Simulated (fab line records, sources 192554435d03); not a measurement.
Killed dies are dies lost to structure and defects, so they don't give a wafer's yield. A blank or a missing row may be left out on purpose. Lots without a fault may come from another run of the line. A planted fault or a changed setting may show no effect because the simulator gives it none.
Which tool did it? | flow n5_finfet | 19 lots, 57 wafers sampled, at 6 steps of a route of 1938

WHAT THE GAUGES READ, wafer by wafer
N5_STI_FIN_REVEAL_FIN_H_MEAS_10.
lot  | measured    | on     | trench_depth_nm (nm)
L074 | day 2 14:34 | ocd-02 | 51.5 51.8 51.0
L075 | day 2 20:21 | ocd-01 | 50.5 51.2 51.0
L076 | day 3 00:46 | ocd-01 | 52.1 51.5 52.2
L077 | day 3 07:20 | ocd-02 | 50.9 52.0 50.0
L079 | day 3 19:14 | ocd-01 | 53.0 51.9 52.4
L080 | day 4 01:26 | ocd-02 | 52.3 51.9 51.5
L081 | day 4 06:56 | ocd-01 | 52.0 52.0 51.8
L083 | day 4 19:38 | ocd-02 | 51.7 50.4 51.4
L084 | day 5 02:26 | ocd-02 | 53.0 52.5 52.3
L086 | day 5 18:33 | ocd-02 | 52.1 52.4 52.8
L087 | day 5 21:04 | ocd-02 | 51.6 52.3 52.2
L090 | day 6 12:46 | ocd-02 | 51.7 51.7 51.6
L091 | day 6 18:49 | ocd-01 | 52.3 51.8 51.5
L092 | day 6 23:44 | ocd-01 | 52.2 51.9 51.2
L093 | day 7 05:58 | ocd-01 | 52.4 52.9 52.2
L094 | day 7 13:44 | ocd-02 | 51.4 51.5 51.4
L095 | day 7 18:17 | ocd-02 | 51.8 52.6 52.2
L096 | day 8 01:02 | ocd-02 | 51.8 53.0 52.1
L097 | day 8 06:51 | ocd-02 | 51.2 51.5 51.5

WHICH TOOL RAN EACH LOT (tool, then ch and the chambers of the sampled wafers, then the start)
lot  | N5_PMOS_HMC_CHANNEL_EPI_ETCH_32   | N5_FIN_CUT_DESCUM_13              | N5_FIN_CUT_ETCH_21                | N5_STI_FIN_REVEAL_STRIP_24        | N5_STI_FIN_REVEAL_OXIDATION_33
L074 | rie_diel-02 ch 0,1,2, day 1 17:52 | rie_diel-06 ch 1,2,3, day 2 03:48 | rie_diel-06 ch 1,2,3, day 2 03:53 | rie_diel-03 ch 1,2, day 2 11:36   | plasma_asher-02 ch 0,1, day 2 14:22
L075 | rie_diel-05 ch 1,2,3, day 2 00:33 | rie_diel-06 ch 0,2,3, day 2 10:26 | rie_diel-06 ch 0,2,3, day 2 10:32 | rie_diel-01 ch 0,1,3, day 2 17:24 | plasma_asher-02 ch 0,1, day 2 20:10
L076 | rie_diel-02 ch 1,2,3, day 2 05:31 | rie_diel-06 ch 2,3, day 2 14:36   | rie_diel-06 ch 2,3, day 2 14:41   | rie_diel-01 ch 1,2, day 2 21:51   | plasma_asher-02 ch 0,1, day 3 00:35
L077 | rie_diel-05 ch 0,1, day 2 11:50   | rie_diel-02 ch 2,3, day 2 21:00   | rie_diel-02 ch 2,3, day 2 21:05   | rie_diel-03 ch 0,2,3, day 3 04:25 | plasma_asher-01 ch 1, day 3 07:09
L079 | rie_diel-06 ch 0,2,3, day 2 23:44 | rie_diel-06 ch 0,1, day 3 09:35   | rie_diel-06 ch 0,1, day 3 09:40   | rie_diel-03 ch 0,2,3, day 3 16:15 | plasma_asher-02 ch 0,1, day 3 19:02
L080 | rie_diel-05 ch 1,2,3, day 3 05:22 | rie_diel-06 ch 0,1,3, day 3 15:02 | rie_diel-06 ch 0,1,3, day 3 15:08 | rie_diel-04 ch 1,2,3, day 3 22:29 | plasma_asher-02 ch 0,1, day 4 01:14
L081 | rie_diel-02 ch 1,2,3, day 3 11:34 | rie_diel-06 ch 0,2,3, day 3 20:53 | rie_diel-06 ch 0,2,3, day 3 20:59 | rie_diel-01 ch 0,1,3, day 4 04:01 | plasma_asher-02 ch 0,1, day 4 06:44
L083 | rie_diel-05 ch 0,1,3, day 3 23:30 | rie_diel-06 ch 0,1,3, day 4 08:43 | rie_diel-06 ch 0,1,3, day 4 08:49 | rie_diel-04 ch 0,1,2, day 4 16:40 | plasma_asher-02 ch 0,1, day 4 19:26
L084 | rie_diel-02 ch 0,1,3, day 4 05:23 | rie_diel-02 ch 0,1,2, day 4 15:23 | rie_diel-02 ch 0,1,2, day 4 15:29 | rie_diel-04 ch 1,2,3, day 4 23:10 | plasma_asher-02 ch 0, day 5 02:11
L086 | rie_diel-06 ch 0,1,3, day 4 17:50 | rie_diel-02 ch 1,2,3, day 5 07:53 | rie_diel-02 ch 1,2,3, day 5 07:58 | rie_diel-01 ch 1,2,3, day 5 15:37 | plasma_asher-02 ch 0,1, day 5 18:20
L087 | rie_diel-02 ch 0,2, day 4 23:31   | rie_diel-05 ch 1,2, day 5 11:32   | rie_diel-05 ch 1,2, day 5 11:38   | rie_diel-01 ch 1,2,3, day 5 18:10 | plasma_asher-01 ch 0,1, day 5 20:53
L090 | rie_diel-02 ch 0,1,3, day 5 17:25 | rie_diel-06 ch 0,1, day 6 02:49   | rie_diel-06 ch 0,1, day 6 02:55   | rie_diel-03 ch 0,1,3, day 6 09:52 | plasma_asher-02 ch 1, day 6 12:34
L091 | rie_diel-02 ch 0,3, day 5 23:26   | rie_diel-06 ch 1,2,3, day 6 09:10 | rie_diel-06 ch 1,2,3, day 6 09:16 | rie_diel-03 ch 0,2,3, day 6 15:54 | plasma_asher-01 ch 0,1, day 6 18:37
L092 | rie_diel-06 ch 1,3, day 6 04:59   | rie_diel-06 ch 1,3, day 6 14:04   | rie_diel-06 ch 1,3, day 6 14:10   | rie_diel-03 ch 0,1,3, day 6 20:49 | plasma_asher-02 ch 0,1, day 6 23:33
L093 | rie_diel-02 ch 0,1, day 6 11:32   | rie_diel-06 ch 1,2, day 6 20:26   | rie_diel-06 ch 1,2, day 6 20:32   | rie_diel-04 ch 0,1,2, day 7 03:04 | plasma_asher-01 ch 0,1, day 7 05:47
L094 | rie_diel-06 ch 1,2,3, day 6 17:28 | rie_diel-05 ch 1,2, day 7 03:23   | rie_diel-05 ch 1,2, day 7 03:29   | rie_diel-01 ch 0,3, day 7 10:43   | plasma_asher-02 ch 0,1, day 7 13:32
L095 | rie_diel-06 ch 0,1,2, day 6 23:13 | rie_diel-05 ch 0,1,2, day 7 08:32 | rie_diel-05 ch 0,1,2, day 7 08:37 | rie_diel-03 ch 0,1,2, day 7 15:22 | plasma_asher-02 ch 0,1, day 7 18:05
L096 | rie_diel-06 ch 0,2,3, day 7 05:16 | rie_diel-02 ch 0,1,3, day 7 14:51 | rie_diel-02 ch 0,1,3, day 7 14:56 | rie_diel-03 ch 1,2,3, day 7 22:04 | plasma_asher-01 ch 0,1, day 8 00:50
L097 | rie_diel-06 ch 0,3, day 7 11:42   | rie_diel-02 ch 0,1,2, day 7 21:04 | rie_diel-02 ch 0,1,2, day 7 21:10 | rie_diel-01 ch 0,1,2, day 8 03:56 | plasma_asher-02 ch 1, day 8 06:39
- N5_PMOS_HMC_CHANNEL_EPI_ETCH_32: etches BARC in N2/H2, stops on SiO2, target depth 85.8 nm, time 50.3 s.
- N5_FIN_CUT_DESCUM_13: chemistry O2, time 7 s.
- N5_FIN_CUT_ETCH_21: etches SOC in N2/H2, target depth 219 nm, overetch 43.8 nm, time 523.5 s.
- N5_STI_FIN_REVEAL_STRIP_24: strips in N2/H2, time 90 s.
- N5_STI_FIN_REVEAL_OXIDATION_33: chemistry O2 PLASMA REMOTE, time 20 s.

WHAT THE TOOLS THEMSELVES READ (means of the sampled wafers that have a number; where no wafer has one, the mark that the record gives instead)
N5_PMOS_HMC_CHANNEL_EPI_ETCH_32.
lot  | tool        | bias_w (W) | chamber_pressure_mTorr (mTorr) | drypump_motor_current_A (A) | oes_product_au (a.u.) | rf_vpp_V (V) | showerhead_plenum_p_Torr (Torr) | throttle_valve_pct (%)
L074 | rie_diel-02 | 149.7      | 30.007                         | 5.3                         | 0.63                  | 523          | 2.49                            | 18.10
L075 | rie_diel-05 | 150.2      | 30.002                         | 5.4                         | 0.72                  | 526          | 2.65                            | 18.02
L076 | rie_diel-02 | 150.3      | 30.033                         | 5.4                         | 0.63                  | 522          | 2.50                            | 18.09
L077 | rie_diel-05 | 149.8      | 29.972                         | 5.8                         | 0.76                  | 524          | 2.54                            | 17.92
L079 | rie_diel-06 | 150.3      | 30.037                         | 5.8                         | 0.64                  | 524          | 2.54                            | 17.86
L080 | rie_diel-05 | 149.9      | 29.984                         | 5.4                         | 0.70                  | 527          | 2.65                            | 18.03
L081 | rie_diel-02 | 150.3      | 29.993                         | 5.4                         | 0.63                  | 522          | 2.50                            | 18.11
L083 | rie_diel-05 | 150.1      | 30.012                         | 5.8                         | 0.69                  | 525          | 2.56                            | 17.89
L084 | rie_diel-02 | 150.2      | 30.000                         | 5.4                         | 0.64                  | 524          | 2.58                            | 18.19
L086 | rie_diel-06 | 150.1      | 29.974                         | 6.1                         | 0.70                  | 525          | 2.60                            | 17.65
L087 | rie_diel-02 | 150.1      | 30.004                         | 5.1                         | 0.61                  | 521          | 2.48                            | 17.88
L090 | rie_diel-02 | 150.0      | 29.995                         | 5.4                         | 0.64                  | 524          | 2.57                            | 18.21
L091 | rie_diel-02 | 149.8      | 29.981                         | 5.4                         | 0.65                  | 527          | 2.65                            | 18.04
L092 | rie_diel-06 | 149.6      | 30.000                         | 6.5                         | 0.69                  | 527          | 2.67                            | 17.68
L093 | rie_diel-02 | 150.3      | 29.992                         | 5.4                         | 0.64                  | 524          | 2.56                            | 18.23
L094 | rie_diel-06 | 150.1      | 30.002                         | 6.3                         | 0.67                  | 526          | 2.62                            | 17.84
L095 | rie_diel-06 | 149.7      | 30.016                         | 5.9                         | 0.66                  | 524          | 2.55                            | 17.84
L096 | rie_diel-06 | 149.9      | 29.995                         | 5.8                         | 0.62                  | 524          | 2.53                            | 17.91
L097 | rie_diel-06 | 149.3      | 30.010                         | 5.6                         | 0.64                  | 523          | 2.50                            | 17.77

N5_FIN_CUT_DESCUM_13.
lot  | tool        | chamber_pressure_mTorr (mTorr) | drypump_motor_current_A (A) | o2_flow_sccm (sccm) | oes_product_au (a.u.) | rf_vpp_V (V) | showerhead_plenum_p_Torr (Torr) | throttle_valve_pct (%)
L074 | rie_diel-06 | 20.006                         | 6.3                         | 224.6               | 0.72                  | 244.1        | 2.07                            | 20.36
L075 | rie_diel-06 | 20.027                         | 5.8                         | 224.9               | 0.75                  | 243.9        | 2.09                            | 20.37
L076 | rie_diel-06 | 19.997                         | 6.1                         | 225.3               | 0.72                  | 242.7        | 2.11                            | 20.48
L077 | rie_diel-02 | 19.998                         | 5.3                         | 225.7               | 0.76                  | 243.5        | 2.11                            | 20.41
L079 | rie_diel-06 | 20.013                         | 5.6                         | 224.8               | 0.84                  | 243.3        | 2.07                            | 20.18
L080 | rie_diel-06 | 20.011                         | 6.1                         | 224.6               | 0.84                  | 244.8        | 2.14                            | 20.15
L081 | rie_diel-06 | 19.982                         | 5.8                         | 225.1               | 0.74                  | 242.0        | 2.09                            | 20.38
L083 | rie_diel-06 | 20.002                         | 6.1                         | 225.2               | 0.83                  | 244.3        | 2.14                            | 20.15
L084 | rie_diel-02 | 19.985                         | 5.3                         | 224.6               | 0.72                  | 242.9        | 2.05                            | 20.67
L086 | rie_diel-02 | 19.995                         | 5.4                         | 225.3               | 0.72                  | 242.1        | 2.03                            | 20.58
L087 | rie_diel-05 | 19.996                         | 5.2                         | 224.5               | 0.80                  | 244.2        | 2.15                            | 20.63
L090 | rie_diel-06 | 20.016                         | 6.1                         | 224.5               | 0.86                  | 244.2        | 2.14                            | 20.08
L091 | rie_diel-06 | 20.010                         | 6.3                         | 225.6               | 0.78                  | 244.2        | 2.15                            | 20.28
L092 | rie_diel-06 | 19.984                         | 6.6                         | 223.8               | 0.85                  | 245.0        | 2.20                            | 20.05
L093 | rie_diel-06 | 19.992                         | 6.4                         | 225.1               | 0.81                  | 244.2        | 2.16                            | 20.19
L094 | rie_diel-05 | 20.009                         | 5.2                         | 225.3               | 0.78                  | 244.5        | 2.15                            | 20.64
L095 | rie_diel-05 | 20.006                         | 5.6                         | 224.9               | 0.78                  | 243.3        | 2.09                            | 20.60
L096 | rie_diel-02 | 19.996                         | 5.4                         | 225.3               | 0.73                  | 242.9        | 2.11                            | 20.75
L097 | rie_diel-02 | 20.011                         | 5.3                         | 225.0               | 0.81                  | 243.8        | 2.13                            | 20.58

N5_FIN_CUT_ETCH_21.
lot  | tool        | bias_w (W) | chamber_pressure_mTorr (mTorr) | drypump_motor_current_A (A) | oes_product_au (a.u.) | rf_vpp_V (V) | showerhead_plenum_p_Torr (Torr) | throttle_valve_pct (%)
L074 | rie_diel-06 | 60.92      | 30.055                         | 6.3                         | 0.67                  | 240.5        | 2.53                            | 17.85
L075 | rie_diel-06 | 60.85      | 30.018                         | 5.8                         | 0.70                  | 241.3        | 2.54                            | 17.77
L076 | rie_diel-06 | 60.86      | 30.008                         | 6.1                         | 0.67                  | 240.9        | 2.57                            | 17.92
L077 | rie_diel-02 | 60.92      | 29.988                         | 5.3                         | 0.70                  | 241.4        | 2.58                            | 17.85
L079 | rie_diel-06 | 61.02      | 29.977                         | 5.6                         | 0.77                  | 241.3        | 2.53                            | 17.56
L080 | rie_diel-06 | 60.92      | 30.005                         | 6.1                         | 0.77                  | 241.9        | 2.61                            | 17.58
L081 | rie_diel-06 | 61.07      | 29.984                         | 5.8                         | 0.69                  | 241.1        | 2.54                            | 17.79
L083 | rie_diel-06 | 61.10      | 30.020                         | 6.1                         | 0.76                  | 241.5        | 2.61                            | 17.59
L084 | rie_diel-02 | 61.03      | 30.014                         | 5.3                         | 0.67                  | 239.9        | 2.48                            | 18.07
L086 | rie_diel-02 | 60.98      | 30.015                         | 5.4                         | 0.67                  | 239.6        | 2.49                            | 18.06
L087 | rie_diel-05 | 61.11      | 30.032                         | 5.2                         | 0.74                  | 241.8        | 2.64                            | 18.23
L090 | rie_diel-06 | 60.82      | 29.973                         | 6.1                         | 0.79                  | 242.3        | 2.62                            | 17.52
L091 | rie_diel-06 | 61.04      | 29.989                         | 6.3                         | 0.72                  | 242.3        | 2.62                            | 17.75
L092 | rie_diel-06 | 60.99      | 29.976                         | 6.6                         | 0.78                  | 241.9        | 2.69                            | 17.54
L093 | rie_diel-06 | 60.97      | 29.968                         | 6.4                         | 0.75                  | 242.2        | 2.64                            | 17.69
L094 | rie_diel-05 | 61.02      | 30.015                         | 5.2                         | 0.72                  | 242.0        | 2.64                            | 18.27
L095 | rie_diel-05 | 60.92      | 29.987                         | 5.6                         | 0.72                  | 241.0        | 2.55                            | 18.13
L096 | rie_diel-02 | 61.01      | 30.012                         | 5.4                         | 0.67                  | 240.3        | 2.57                            | 18.18
L097 | rie_diel-02 | 60.99      | 30.017                         | 5.3                         | 0.75                  | 241.2        | 2.59                            | 17.95

N5_STI_FIN_REVEAL_STRIP_24.
lot  | tool        | chamber_pressure_mTorr (mTorr) | drypump_motor_current_A (A) | oes_product_au (a.u.) | rf_vpp_V (V) | showerhead_plenum_p_Torr (Torr) | throttle_valve_pct (%)
L074 | rie_diel-03 | 99.97                          | 5.3                         | 0.81                  | 46.0         | 3.41                            | 11.94
L075 | rie_diel-01 | 100.08                         | 5.7                         | 0.74                  | 45.3         | 3.36                            | 12.22
L076 | rie_diel-01 | 100.05                         | 5.0                         | 0.74                  | 45.5         | 3.43                            | 12.23
L077 | rie_diel-03 | 99.99                          | 5.5                         | 0.78                  | 44.9         | 3.47                            | 12.03
L079 | rie_diel-03 | 100.00                         | 5.5                         | 0.78                  | 44.8         | 3.47                            | 12.03
L080 | rie_diel-04 | 99.94                          | 6.0                         | 0.80                  | 45.0         | 3.43                            | 12.11
L081 | rie_diel-01 | 100.02                         | 5.7                         | 0.81                  | 46.3         | 3.49                            | 12.02
L083 | rie_diel-04 | 99.98                          | 6.1                         | 0.80                  | 44.3         | 3.39                            | 12.18
L084 | rie_diel-04 | 99.99                          | 6.0                         | 0.79                  | 44.9         | 3.43                            | 12.13
L086 | rie_diel-01 | 100.01                         | 5.4                         | 0.78                  | 44.9         | 3.44                            | 12.13
L087 | rie_diel-01 | 100.01                         | 5.4                         | 0.78                  | 44.8         | 3.44                            | 12.13
L090 | rie_diel-03 | 100.07                         | 5.6                         | 0.76                  | 45.3         | 3.47                            | 12.08
L091 | rie_diel-03 | 99.95                          | 5.5                         | 0.76                  | 45.0         | 3.45                            | 12.09
L092 | rie_diel-03 | 99.99                          | 5.5                         | 0.75                  | 45.6         | 3.47                            | 12.10
L093 | rie_diel-04 | 100.07                         | 6.1                         | 0.77                  | 45.2         | 3.38                            | 12.24
L094 | rie_diel-01 | 99.96                          | 6.0                         | 0.80                  | 45.2         | 3.43                            | 12.03
L095 | rie_diel-03 | 100.00                         | 5.3                         | 0.78                  | 46.2         | 3.43                            | 11.99
L096 | rie_diel-03 | 99.99                          | 5.5                         | 0.74                  | 43.9         | 3.40                            | 12.17
L097 | rie_diel-01 | 99.99                          | 5.2                         | 0.73                  | 44.2         | 3.36                            | 12.28

N5_STI_FIN_REVEAL_OXIDATION_33.
lot  | tool            | chamber_pressure_mTorr (mTorr) | drypump_motor_current_A (A) | heater_power_w (W) | o2_flow_sccm (sccm)
L074 | plasma_asher-02 | 1000.5                         | 6.4                         | 150                | 2994
L075 | plasma_asher-02 | 999.8                          | 6.4                         | 151                | 3005
L076 | plasma_asher-02 | 999.4                          | 6.4                         | 149                | 3003
L077 | plasma_asher-01 | 1000.3                         | 4.9                         | 143                | 3003
L079 | plasma_asher-02 | 999.9                          | 6.4                         | 151                | 2996
L080 | plasma_asher-02 | 999.9                          | 6.4                         | 151                | 3002
L081 | plasma_asher-02 | 1000.2                         | 6.4                         | 153                | 2998
L083 | plasma_asher-02 | 999.3                          | 6.4                         | 154                | 3014
L084 | plasma_asher-02 | 1000.7                         | 6.7                         | 143                | 2992
L086 | plasma_asher-02 | 1000.1                         | 6.4                         | 152                | 3007
L087 | plasma_asher-01 | 999.7                          | 5.7                         | 146                | 3003
L090 | plasma_asher-02 | 1000.8                         | 5.6                         | 165                | 2994
L091 | plasma_asher-01 | 1000.0                         | 5.7                         | 145                | 3008
L092 | plasma_asher-02 | 999.4                          | 6.4                         | 148                | 2995
L093 | plasma_asher-01 | 999.6                          | 5.7                         | 144                | 3008
L094 | plasma_asher-02 | 999.5                          | 6.1                         | 157                | 3008
L095 | plasma_asher-02 | 1000.3                         | 6.4                         | 150                | 3005
L096 | plasma_asher-01 | 999.7                          | 5.3                         | 143                | 3004
L097 | plasma_asher-02 | 1000.1                         | 5.7                         | 163                | 3008

THE ANSWER, worked out from the rows above alone
Rule: what is usual is taken from the lots themselves. Put in order of their means at a reading, lots are off if they are a third of the lots or fewer, leave a main group of 4 or more, and stand apart from it by a gap of 3 or more times the standard deviation of the main group's means; of several such gaps the widest counts. A main group whose means are all the same, to the digits that the tables above print for the reading, isn't used. A lot without any number at a reading at which 4 lots or more have one is off too. The other lots that the step has rows for count as sound. The gauges are gone through in route order, then the tools' own readings, and for those a lot's mean is taken as printed above. The first step at which some lot is off is used, and at that step the reading that is off furthest; a lot without a number counts as furthest.
No lot is off at any reading shown: from this, nothing can be told.

WHAT THE SIMULATOR HAD PUT IN
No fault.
